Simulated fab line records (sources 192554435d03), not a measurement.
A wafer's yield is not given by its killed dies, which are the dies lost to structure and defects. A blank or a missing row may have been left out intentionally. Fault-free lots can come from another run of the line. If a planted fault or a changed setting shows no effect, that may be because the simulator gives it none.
Split-lot experiment | flow n5-finfet | 39 wafers read from 7 lots, route of 1938 steps

== ON THE SPLIT ==
At N5_PASSIVATION_SPUTTER_20 (material TaN, target thk 50 nm), the setting target-thk-a was moved away from the recipe's 500 angstrom on 18 of the 39 wafers read, by -29.3% to +55.9%. For the rest of the wafers, this setting stayed at what the recipe calls for.

The reading is taken at the split's own step.

== THE READING ==
TaN_of_PASSIVATION_SPUTTER_20.thk-nm (the simulator's own value, which no gauge read), in nm, at N5_PASSIVATION_SPUTTER_20 (material TaN, target thk 50 nm). There is no usual value for it anywhere in the file. The 21 wafers here that ran the recipe average 50.1 nm, standard deviation 0.72 nm.

wafer  | tool, chamber at the split | target-thk-a as run, angstrom | against the recipe | TaN_of_PASSIVATION_SPUTTER_20.thk-nm, nm | against lot-mates on the recipe
L074.1 | pvd-sputter-01, -          | 353.5                         | -29.3%             | 34.8                                     | -14.5
L074.2 | pvd-sputter-01, -          | 500                           | recipe             | 49.8                                     | -
L074.3 | pvd-sputter-01, -          | 353.5                         | -29.3%             | 35                                       | -14.3
L074.4 | pvd-sputter-01, -          | 500                           | recipe             | 49.2                                     | -
L074.5 | pvd-sputter-01, -          | 353.5                         | -29.3%             | 35.2                                     | -14.1
L074.6 | pvd-sputter-01, -          | 500                           | recipe             | 49                                       | -
L077.1 | pvd-sputter-02, -          | 500                           | recipe             | 48.6                                     | -
L077.2 | pvd-sputter-02, -          | 500                           | recipe             | 49.4                                     | -
L077.5 | pvd-sputter-02, -          | 500                           | recipe             | 49.4                                     | -
L077.3 | pvd-sputter-02, -          | 776.3                         | +55.3%             | 77                                       | +27.9
L077.4 | pvd-sputter-02, -          | 776.3                         | +55.3%             | 76.8                                     | +27.7
L077.6 | pvd-sputter-02, -          | 776.3                         | +55.3%             | 76.8                                     | +27.7
L079.1 | pvd-sputter-02, -          | 779.5                         | +55.9%             | 78                                       | +28.0
L079.2 | pvd-sputter-02, -          | 500                           | recipe             | 49.6                                     | -
L079.3 | pvd-sputter-02, -          | 500                           | recipe             | 50.4                                     | -
L079.4 | pvd-sputter-02, -          | 500                           | recipe             | 50                                       | -
L079.5 | pvd-sputter-02, -          | 779.5                         | +55.9%             | 78.4                                     | +28.4
L079.6 | pvd-sputter-02, -          | 779.5                         | +55.9%             | 77                                       | +27.0
L081.1 | pvd-sputter-03, -          | 500                           | recipe             | 49.6                                     | -
L081.2 | pvd-sputter-03, -          | 500                           | recipe             | 50.4                                     | -
L081.4 | pvd-sputter-03, -          | 500                           | recipe             | 50.6                                     | -
L082.1 | pvd-sputter-02, -          | 500                           | recipe             | 50.6                                     | -
L082.2 | pvd-sputter-02, -          | 654.7                         | +30.9%             | 65.6                                     | +15.2
L082.3 | pvd-sputter-02, -          | 654.7                         | +30.9%             | 65.6                                     | +15.2
L082.6 | pvd-sputter-02, -          | 654.7                         | +30.9%             | 65.6                                     | +15.2
L082.4 | pvd-sputter-02, -          | 500                           | recipe             | 50.4                                     | -
L082.5 | pvd-sputter-02, -          | 500                           | recipe             | 50.2                                     | -
L092.1 | pvd-sputter-03, -          | 500                           | recipe             | 51.4                                     | -
L092.5 | pvd-sputter-03, -          | 500                           | recipe             | 51.4                                     | -
L092.2 | pvd-sputter-03, -          | 621.4                         | +24.3%             | 62.6                                     | +11.3
L092.4 | pvd-sputter-03, -          | 621.4                         | +24.3%             | 62.6                                     | +11.3
L092.3 | pvd-sputter-03, -          | 621.4                         | +24.3%             | 63                                       | +11.7
L092.6 | pvd-sputter-03, -          | 500                           | recipe             | 51                                       | -
L096.1 | pvd-sputter-01, -          | 500                           | recipe             | 50.4                                     | -
L096.2 | pvd-sputter-01, -          | 500                           | recipe             | 50.4                                     | -
L096.3 | pvd-sputter-01, -          | 737.9                         | +47.6%             | 74.2                                     | +23.9
L096.4 | pvd-sputter-01, -          | 737.9                         | +47.6%             | 74.6                                     | +24.3
L096.5 | pvd-sputter-01, -          | 500                           | recipe             | 50.2                                     | -
L096.6 | pvd-sputter-01, -          | 737.9                         | +47.6%             | 74                                       | +23.7

FIT RESULTS
A straight line over all 39 wafers: TaN_of_PASSIVATION_SPUTTER_20.thk-nm changes by +0.499 nm for each +1% of target-thk-a; r = +1.00; the points scatter about the line by 0.67 nm.
The same after taking each lot's own level away (the mean of its wafers on the recipe; 39 wafers): +0.497 nm for each +1%; r = +1.00; scatter 0.37 nm.
The reading moves by 28 nm for the largest change in target-thk-a, on that fit.
The span of the lots' own levels, 49.13 to 51.27 nm, comes to 2.9 times the standard deviation stated above.
Consequently the slope shifts little with the lot-to-lot level, the two slopes agreeing.
Check: with one of the wafers moved furthest among these (+55.9%) left out of the fit, the line predicts +27.8 nm for it against its lot-mates. Against them it came out at +28 nm.

== ADDITIONAL SPLITS CARRIED BY THESE WAFERS ==
Note: prior to the reading, these wafers also went through further splits. Each is held against what the fit with the lots' levels taken away leaves over:
other split on the same wafers | wafers away from the commonest value | r with TaN_of_PASSIVATION_SPUTTER_20.thk-nm (lot level and that fit taken away)
N5_MIM_BOT_SPUTTER_00 time-s   | 18                                   | +0.04

== THE FILE'S OWN FIT ==
TaN_of_PASSIVATION_SPUTTER_20.thk-nm changes by +0.497 nm for each +1% of target-thk-a, r = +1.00.
